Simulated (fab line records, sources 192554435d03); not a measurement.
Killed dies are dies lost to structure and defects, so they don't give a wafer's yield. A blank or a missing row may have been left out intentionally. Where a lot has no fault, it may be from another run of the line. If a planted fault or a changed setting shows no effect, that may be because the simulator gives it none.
Matching of chambers -- flow n5-finfet -- rie-diel-05 running N5_SD_EPI_N_ETCHBACK_44: 4 sister chambers
The step etches SiNx in CH3F/O2, stops on SiO2, target depth 14.5 nm. 8 wafers are shown with their chamber, then 8 later ones without.

EACH WAFER AND ITS CHAMBER
wafer,chamber,drypump-motor-current-A (A),showerhead-plenum-p-Torr (Torr)
L078.1,3,5.5,2.09
L078.4,0,6.1,2.02
L083.1,1,6.3,1.96
L083.5,0,6.1,2.02
L083.6,1,6.3,1.96
L088.5,2,5.7,2.00
L088.6,3,5.4,2.08
L090.2,2,5.7,2.00

WAFERS MISSING THEIR CHAMBER
wafer,drypump-motor-current-A (A),showerhead-plenum-p-Torr (Torr)
L090.4,5.5,2.08
L090.5,5.7,2.00
L092.2,5.7,1.99
L092.3,6.2,2.01
L092.4,6.3,1.96
L093.3,6.3,1.95
L093.5,6.3,1.95
L093.6,5.7,1.99

CHAMBER TAKEN BY EACH
wafer,from the rows above,in truth
L090.4,3,3
L090.5,2,2
L092.2,2,2
L092.3,0,0
L092.4,1,1
L093.3,1,1
L093.5,1,1
L093.6,2,2
Placed correctly: 8 of 8. Left unplaced by these rows: 0. Placed wrongly: 0.
How it was worked out, from the rows above alone: a wafer's distance from a chamber is the root of the sum, over the readings, of the square of ((its reading less the chamber's mean) divided by the reading's scatter). If the next closest chamber is less than 2 further off than the closest, the wafer can't be placed; otherwise it belongs to the closest. For every chamber, the mean is computed from those of its wafers that are shown. The scatter: the root of (the sum of the squares of (reading less its chamber's mean) over the shown wafers, divided by (wafers less chambers)).
